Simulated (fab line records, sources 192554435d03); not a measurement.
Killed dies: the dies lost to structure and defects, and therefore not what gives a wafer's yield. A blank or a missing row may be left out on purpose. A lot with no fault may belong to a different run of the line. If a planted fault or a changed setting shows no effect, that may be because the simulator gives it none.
Split-lot experiment | flow n5 finfet | on a route of 1938 steps: 7 lots, 21 wafers read

## THE SPLIT ITSELF
At N5_MOL_CONTACT_COAG_EXPOSE_05 (exposes mask CA, defocus 0 nm), the setting dose mj was moved away from the recipe's 38.25 on 7 of the 21 wafers read, by -5.0% to +6.1%. The other wafers ran this setting at the recipe's value.

## FROM THE SPLIT TO THE READING: what the file shows between them, 14 steps
- N5_MOL_CONTACT_COAG_PEB_06: peb time 60 s
- N5_MOL_CONTACT_COAG_DEVELOP_07: develop time 30 s
- N5_MOL_CONTACT_COAG_CD_MEAS_08: target cd 28 nm
- N5_MOL_CONTACT_COAG_DESCUM_13: chemistry O2, time 7 s
- N5_MOL_CONTACT_COAG_ETCH_59: etches underlayer in N2/H2, target depth 13 nm, time 10.4 s
- N5_MOL_CONTACT_COAG_ETCH_105: etches SiARC in CF4, target depth 15.6 nm, time 26 s
- N5_MOL_CONTACT_COAG_ETCH_106: etches SOC in N2/H2, target depth 80 nm, overetch 16 nm, time 120 s
- N5_MOL_CONTACT_COAG_STRIP_107: strips in N2/H2
- N5_MOL_CONTACT_COAG_STRIP_108: strips in N2/H2
- N5_MOL_CONTACT_COAG_CONTACT_ETCH_14: etches SiO2 in C4F6/O2, target depth 27.5 nm, overetch 8.5 nm, time 20 s
- N5_MOL_CONTACT_COAG_STRIP_109: strips in C4F6/O2
- N5_MOL_CONTACT_COAG_ETCH_15: etches SiNx in CH3F/O2, stops on Si:P, target depth 7 nm
- N5_MOL_CONTACT_COAG_ETCH_110: etches Si in CF4/O2, target depth 2.5 nm, time 8 s
- N5_MOL_CONTACT_COAG_STRIP_98: strips in N2/H2

## THE READING
cd nm (nm) at N5_MOL_CONTACT_COAG_CD_MEAS_99, where the cd target is 17.2 nm. Typical for fault-free wafers on this fab line: 17.3 nm, with standard deviation 0.4 nm.

wafer  | tool, chamber at the split | dose mj as run | against the recipe | cd nm, nm | against lot-mates on the recipe
L074.1 | euv scanner-01, 0          | 36.35          | -5.0%              | 16.4      | -1.4
L074.3 | euv scanner-01, 0          | 38.25          | recipe             | 18.0      | -
L074.6 | euv scanner-01, 0          | 38.25          | recipe             | 17.6      | -
L076.2 | euv scanner-02, 0          | 36.54          | -4.5%              | 16.4      | -1.1
L076.3 | euv scanner-02, 0          | 38.25          | recipe             | 17.4      | -
L076.4 | euv scanner-02, 0          | 38.25          | recipe             | 17.5      | -
L078.4 | euv scanner-02, 0          | 39.79          | +4.0%              | 18.0      | +0.5
L078.5 | euv scanner-02, 0          | 38.25          | recipe             | 17.2      | -
L078.6 | euv scanner-02, 0          | 38.25          | recipe             | 17.8      | -
L082.2 | euv scanner-02, 0          | 38.25          | recipe             | 17.6      | -
L082.4 | euv scanner-02, 0          | 40.57          | +6.1%              | 18.8      | +1.2
L082.6 | euv scanner-02, 0          | 40.57          | +6.1%              | 18.5      | +0.9
L084.2 | euv scanner-02, 0          | 38.25          | recipe             | 16.8      | -
L084.4 | euv scanner-02, 0          | 38.25          | recipe             | 16.6      | -
L084.6 | euv scanner-02, 0          | 38.25          | recipe             | 17.4      | -
L085.3 | euv scanner-02, 0          | 38.25          | recipe             | 17.5      | -
L085.4 | euv scanner-02, 0          | 38.25          | recipe             | 17.3      | -
L085.5 | euv scanner-02, 0          | 38.25          | recipe             | 16.8      | -
L093.1 | euv scanner-02, 0          | 38.25          | recipe             | 17.2      | -
L093.4 | euv scanner-02, 0          | 36.86          | -3.6%              | 16.4      | -0.8
L093.6 | euv scanner-02, 0          | 36.86          | -3.6%              | 16.6      | -0.6

FIT RESULTS
A straight line over all 21 wafers: cd nm changes by +0.208 nm for each +1% of dose mj; r = +0.88; the points scatter about the line by 0.34 nm.
The same after taking each lot's own level away (the mean of its wafers on the recipe; 21 wafers): +0.196 nm for each +1%; r = +0.91; scatter 0.25 nm.
That fit puts the effect of the largest move of dose mj on the reading at 1.2 nm.
The span of the lots' own levels, 16.93 to 17.80 nm, comes to 2.2 times the standard deviation stated above.
The two slopes agree, so the slope changes little with the lot-to-lot level.
Check: for one of the wafers moved furthest among these (+6.1%), held out of the fit, the line's prediction against its lot-mates is +1.11 nm. Against them it came out at +1.2 nm.

## THE WHOLE CHAIN: every reading that the file lists as answering this split, in the file's order
step                                | what it does                                                             | reading                                                                        | change (the file's fit)               | r (the file's)
N5_MOL_CONTACT_COAG_CD_MEAS_08      | target cd 28 nm                                                          | cd nm                                                                          | +0.2 nm for each +1% of the setting   | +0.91
N5_MOL_CONTACT_COAG_ETCH_59         | etches underlayer in N2/H2, target depth 13 nm, time 10.4 s              | MOL_CONTACT_COAG.cd offset nm (the simulator's own value, which no gauge read) | +0.217 nm for each +1% of the setting | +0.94
N5_MOL_CONTACT_COAG_ETCH_105        | etches SiARC in CF4, target depth 15.6 nm, time 26 s                     | MOL_CONTACT_COAG.cd offset nm (the simulator's own value, which no gauge read) | +0.214 nm for each +1% of the setting | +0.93
N5_MOL_CONTACT_COAG_ETCH_106        | etches SOC in N2/H2, target depth 80 nm, overetch 16 nm, time 120 s      | MOL_CONTACT_COAG.cd offset nm (the simulator's own value, which no gauge read) | +0.166 nm for each +1% of the setting | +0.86
N5_MOL_CONTACT_COAG_CONTACT_ETCH_14 | etches SiO2 in C4F6/O2, target depth 27.5 nm, overetch 8.5 nm, time 20 s | MOL_CONTACT_COAG.cd offset nm (the simulator's own value, which no gauge read) | +0.185 nm for each +1% of the setting | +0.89
N5_MOL_CONTACT_COAG_ETCH_15         | etches SiNx in CH3F/O2, stops on Si:P, target depth 7 nm                 | MOL_CONTACT_COAG.cd offset nm (the simulator's own value, which no gauge read) | +0.192 nm for each +1% of the setting | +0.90
N5_MOL_CONTACT_COAG_CD_MEAS_99      | target cd 17.2 nm                                                        | cd nm                                                                          | +0.201 nm for each +1% of the setting | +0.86

## THE FILE'S OWN FIT
cd nm changes by +0.201 nm for each +1% of dose mj, r = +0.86.
